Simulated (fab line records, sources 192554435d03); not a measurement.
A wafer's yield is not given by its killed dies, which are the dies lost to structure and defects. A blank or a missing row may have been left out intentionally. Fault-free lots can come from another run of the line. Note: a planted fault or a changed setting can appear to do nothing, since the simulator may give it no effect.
Split-lot experiment -- flow n5_finfet -- route with 1938 steps; 7 lots, 21 wafers read

SPLIT DETAILS
At N5_WELL_APT_COAT_02 (resist thk 950 nm), the setting spin_rpm was moved away from the recipe's 1357 rpm on 4 of the 21 wafers read, by -5.2% to +11.1%. All remaining wafers had this setting at the recipe value.

The reading is taken at the split's own step.

THE READING
coat_of_WELL_APT_COAT_02.thk_nm (the simulator's own value, which no gauge read), in nm, at N5_WELL_APT_COAT_02 (resist thk 950 nm). There is no usual value for it anywhere in the file. Here, 17 wafers ran the recipe; their average is 949.9 nm with a standard deviation of 1.9 nm.

wafer,"tool, chamber at the split","spin_rpm as run, rpm",against the recipe,"coat_of_WELL_APT_COAT_02.thk_nm, nm",against lot-mates on the recipe
L074.2,"litho_track-05, 0",1427,+5.2%,923,-23.7
L074.3,"litho_track-05, 0",1357,recipe,946.7,-
L074.4,"litho_track-05, 0",1427,+5.2%,923.6,-23.1
L076.1,"litho_track-04, 0",1357,recipe,948.5,-
L076.3,"litho_track-04, 0",1357,recipe,951.2,-
L076.6,"litho_track-04, 0",1508,+11.1%,899.9,-50.0
L082.1,"litho_track-05, 0",1357,recipe,951.8,-
L082.4,"litho_track-05, 0",1357,recipe,948.6,-
L082.5,"litho_track-05, 0",1357,recipe,953.6,-
L086.2,"litho_track-01, 0",1286,-5.2%,975.2,+26.1
L086.5,"litho_track-01, 0",1357,recipe,948.4,-
L086.6,"litho_track-01, 0",1357,recipe,949.8,-
L094.2,"litho_track-01, 0",1357,recipe,949.7,-
L094.3,"litho_track-01, 0",1357,recipe,945.8,-
L094.4,"litho_track-01, 0",1357,recipe,949.6,-
L095.2,"litho_track-04, 0",1357,recipe,950.1,-
L095.4,"litho_track-04, 0",1357,recipe,949.4,-
L095.5,"litho_track-04, 0",1357,recipe,951.4,-
L097.1,"litho_track-01, 0",1357,recipe,950.5,-
L097.3,"litho_track-01, 0",1357,recipe,952.3,-
L097.6,"litho_track-01, 0",1357,recipe,950.3,-

THE FIT
A straight line over all 21 wafers: coat_of_WELL_APT_COAT_02.thk_nm changes by -4.7 nm for each +1% of spin_rpm; r = -0.99; the points scatter about the line by 2 nm.
The same after taking each lot's own level away (the mean of its wafers on the recipe; 21 wafers): -4.58 nm for each +1%; r = -1.00; scatter 1.4 nm.
That fit puts the effect of the largest move of spin_rpm on the reading at 51 nm.
Across the lots, their own levels run from 946.70 to 951.33 nm, a range of 2.4 times the standard deviation given above.
The two slopes are in agreement: the lot-to-lot level therefore moves the slope only a little.
Check: for one of the wafers moved furthest among these (+11.1%), held out of the fit, the line's prediction against its lot-mates is -52.1 nm. Against them it came out at -50 nm.

THE OTHER SPLITS THESE WAFERS WENT THROUGH
These wafers also went through other splits before the reading. Each is held against what the fit with the lots' levels taken away leaves over:
other split on the same wafers,wafers away from the commonest value,r with coat_of_WELL_APT_COAT_02.thk_nm (lot level and that fit taken away)
N5_ZERO_LAYER_EXPOSE_08 dose_mj,7,-0.18

THE FILE'S OWN FIT
coat_of_WELL_APT_COAT_02.thk_nm changes by -4.58 nm for each +1% of spin_rpm, r = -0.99.
